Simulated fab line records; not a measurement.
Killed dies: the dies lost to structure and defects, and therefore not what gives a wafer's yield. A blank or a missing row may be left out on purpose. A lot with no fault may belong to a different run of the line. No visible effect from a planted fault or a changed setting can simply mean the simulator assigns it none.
Split-lot experiment	flow n5_finfet	21 wafers read from 7 lots, route of 1938 steps

ON THE SPLIT
At N5_MOL_CONTACT_COAG_PECVD_31 (deposits SiO2 from TEOS/O2, target thk 46 nm, time 8.9 s), the setting temp_c was moved away from the recipe's 400 C on 7 of the 21 wafers read, by -4.0% to +4.3%. All remaining wafers had this setting at the recipe value.

FROM THE SPLIT TO THE READING: what the file shows between them, 4 steps
- N5_MOL_CONTACT_COAG_COAT_75: time 60 s, resist thk 60 nm
- N5_MOL_CONTACT_COAG_COAT_76: time 60 s, resist thk 10 nm
- N5_MOL_CONTACT_COAG_ETCHBACK_135: etches SiO2 in CHF3, target depth 25 nm, time 16.7 s
- N5_MOL_CONTACT_COAG_STRIP_118: strips in CHF3

THE READING
etch.depth_nm (the simulator's own value, which no gauge read), in nm, at N5_MOL_CONTACT_COAG_VIA_ETCH_46 (etches SiO2 in C4F6/O2, target depth 46 nm, overetch 9.2 nm, time 40 s). There is no usual value for it anywhere in the file. The 14 wafers here that ran the recipe average 45.64 nm, standard deviation 0.57 nm.

wafer	tool, chamber at the split	temp_c as run, C	against the recipe	etch.depth_nm, nm	against lot-mates on the recipe
L081.2	pecvd-01, 1	400	recipe	45.26	-
L081.5	pecvd-01, 1	400	recipe	46.12	-
L081.6	pecvd-01, 0	400	recipe	46.48	-
L083.2	pecvd-04, 2,0	400	recipe	46.1	-
L083.4	pecvd-04, 2,0	400	recipe	46.2	-
L083.5	pecvd-04, 1	393.5	-1.6%	46.57	+0.42
L085.1	pecvd-02, 0	394.7	-1.3%	47.09	+0.96
L085.2	pecvd-02, 2	394.7	-1.3%	46.84	+0.71
L085.6	pecvd-02, 0	400	recipe	46.13	-
L086.3	pecvd-02, 0	400	recipe	45.08	-
L086.5	pecvd-02, 1	384.1	-4.0%	50.26	+5.12
L086.6	pecvd-02, 2	400	recipe	45.21	-
L089.3	pecvd-02, 0	417.1	+4.3%	40.39	-4.97
L089.5	pecvd-02, 1	417.1	+4.3%	40.88	-4.48
L089.6	pecvd-02, 2	400	recipe	45.36	-
L090.2	pecvd-04, 2,0	400	recipe	45.65	-
L090.4	pecvd-04, 2,0	400	recipe	45.57	-
L090.6	pecvd-04, 2	385.8	-3.5%	50.06	+4.45
L096.2	pecvd-04, 1	400	recipe	44.32	-
L096.3	pecvd-04, 2	400	recipe	45.32	-
L096.5	pecvd-04, 2	400	recipe	46.23	-
When a row names more than one chamber, that row covers several wafers, and the file does not tell which wafer ran in which chamber.

THE FIT
A straight line over all 21 wafers: etch.depth_nm changes by -1.15 nm for each +1% of temp_c; r = -0.97; the points scatter about the line by 0.55 nm.
The same after taking each lot's own level away (the mean of its wafers on the recipe; 21 wafers): -1.12 nm for each +1%; r = -0.97; scatter 0.57 nm.
The reading moves by 4.8 nm for the largest change in temp_c, on that fit.
From 45.145 to 46.150 nm: that is the span of the lots' own levels, equal to 1.7 times the standard deviation above.
So the lot-to-lot level changes the slope little: the two slopes agree.
Check: for one of the wafers moved furthest among these (+4.3%), held out of the fit, the line's prediction against its lot-mates is -4.8 nm. It came out at -4.97 nm against them.

OTHER SPLITS APPLIED TO THESE WAFERS
These wafers also went through other splits before the reading. Each is held against what the fit with the lots' levels taken away leaves over:
other split on the same wafers	wafers away from the commonest value	r with etch.depth_nm (lot level and that fit taken away)
N5_MOL_CONTACT_COAG_ALD_123 ald_cycles	7	-0.10

THE WHOLE CHAIN: every reading that the file lists as answering this split, in the file's order
step	what it does	reading	change (the file's fit)	r (the file's)
N5_MOL_CONTACT_COAG_PECVD_31	deposits SiO2 from TEOS/O2, target thk 46 nm, time 8.9 s	SiO2_of_MOL_CONTACT_COAG_PECVD_31.thk_nm (the simulator's own value, which no gauge read)	-1.14 nm for each +1% of the setting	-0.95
N5_MOL_CONTACT_COAG_VIA_ETCH_46	etches SiO2 in C4F6/O2, target depth 46 nm, overetch 9.2 nm, time 40 s	etch.depth_nm (the simulator's own value, which no gauge read)	-1.14 nm for each +1% of the setting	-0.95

FILE'S OWN FIT
etch.depth_nm changes by -1.14 nm for each +1% of temp_c, r = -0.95.
